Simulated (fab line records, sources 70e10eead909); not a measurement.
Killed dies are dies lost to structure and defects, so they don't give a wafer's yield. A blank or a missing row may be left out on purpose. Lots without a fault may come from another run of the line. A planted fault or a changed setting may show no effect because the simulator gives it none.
Which tool did it? | flow nand_harc | 6 lots, 17 wafers sampled, at 1 step of a route of 1302

WHAT THE GAUGES READ, wafer by wafer
NHARC_A_M1_INSPECT_11.
lot  | measured     | on                | raw_defect_count
L714 | day 23 10:50 | defect_inspect-01 | 78 83 75
L717 | day 24 04:18 | defect_inspect-01 | 120 100 109
L726 | day 28 14:46 | defect_inspect-01 | 120 107
L728 | day 29 05:24 | defect_inspect-01 | 71 74 68
L735 | day 31 17:31 | defect_inspect-01 | 69 50 65
L736 | day 32 23:10 | defect_inspect-02 | 115 114 111

WHICH TOOL RAN EACH LOT (tool, then ch and the chambers of the sampled wafers, then the start)
The record holds no process step before these readings.

THE ANSWER, worked out from the rows above alone
Rule: what is usual is taken from the lots themselves. Put in order of their means at a reading, lots are off if they are a third of the lots or fewer, leave a main group of 4 or more, and stand apart from it by a gap of 3 or more times the standard deviation of the main group's means; of several such gaps the widest counts. A main group whose means are all the same, to the digits that the tables above print for the reading, isn't used. A lot without any number at a reading at which 4 lots or more have one is off too. The other lots that the step has rows for count as sound.
No lot is off at any reading shown: from this, nothing can be told.

WHAT THE SIMULATOR HAD PUT IN
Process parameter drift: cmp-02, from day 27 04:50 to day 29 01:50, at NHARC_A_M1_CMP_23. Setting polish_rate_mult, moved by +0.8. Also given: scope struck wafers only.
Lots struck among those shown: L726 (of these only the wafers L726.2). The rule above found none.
